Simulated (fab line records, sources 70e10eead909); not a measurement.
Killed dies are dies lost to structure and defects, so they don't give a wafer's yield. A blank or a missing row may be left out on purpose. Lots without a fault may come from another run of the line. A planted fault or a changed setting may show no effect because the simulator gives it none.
A struck lot beside a sound one | flow nand_harc | 13 steps out of a route of 1302
Sound: wafers L617.2, L617.4, L617.6. Struck: wafers L624.1, L624.2, L624.4. The cause comes at the end.
At each step with rows: each side's tool, then ch and its chambers, then its first start. Under that, the readings that differ: sound wafers | struck wafers | difference of the means | sigmas: that difference in standard deviations of wafers without a fault.
alike: readings whose means differ by less than 2 such deviations, and words and numbers that are the same on both sides. not compared: withheld readings, readings that some wafer has no value for, bounds like >300 that may hide the same value, and numbers for which the record gives no deviation and whose values overlap.
The two part at a step that has a row with sigmas, a row that says differs or no value, or rows on one side only. Numbers that don't overlap but have no deviation are shown without sigmas and don't part them. A reading that every wafer of one side lacks parts them only if that side has two wafers or more.

first, 1 step without rows for these wafers: NHARC_A_M0_SRD_25.
NHARC_A_M0_INSPECT_27:
  sound on defect_inspect-02, day 24 16:22; struck on defect_inspect-01, day 28 19:07
  alike: raw_defect_count
NHARC_A_M0_PRE_CLEAN_31: time 12 s.
  sound on pecvd-03 ch 0,1, day 24 16:28; struck on pecvd-02 ch 0,1,2, day 28 19:11
  alike: heater_power_w
NHARC_A_M0_DEP_32: deposits SiCN, target thk 30 nm.
  sound on pecvd-03 ch 0,1, day 24 16:36; struck on pecvd-02 ch 0,1,2, day 28 19:16
  alike: heater_power_w
then, 7 steps without rows for these wafers: NHARC_A_M1_DEP_00 (deposits SiOC, target thk 182.5 nm); NHARC_A_M1_DEHYDRATE_01 (time 120 s); NHARC_A_M1_HMDS_02 (time 30 s); NHARC_A_M1_COAT_34 (time 65 s); NHARC_A_M1_COAT_03 (resist thk 90 nm); NHARC_A_M1_SOFTBAKE_04 (time 55 s); NHARC_A_M1_EBR_05.
NHARC_A_M1_EXPOSE_06: exposes mask A M1, target cd 120 nm.
  sound on arfi_scanner-02 ch 0, day 24 17:37; struck on arfi_scanner-02, day 28 20:14
  no value came back on the struck wafers for exposure_dose_mJ_cm2, focus_offset_nm (nm), na; on the sound wafers exposure_dose_mJ_cm2 reads 75.0 75.1 75.1
  alike: mask
then, 1 step without rows for these wafers: NHARC_A_M1_PEB_07 (peb time 65 s).

WHERE THEY PART
Only at NHARC_A_M1_EXPOSE_06, within this record.

WHY: what the simulator had put in
Skipped step whole: arfi_scanner-02, from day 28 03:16 on, at NHARC_A_M1_EXPOSE_06. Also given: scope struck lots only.
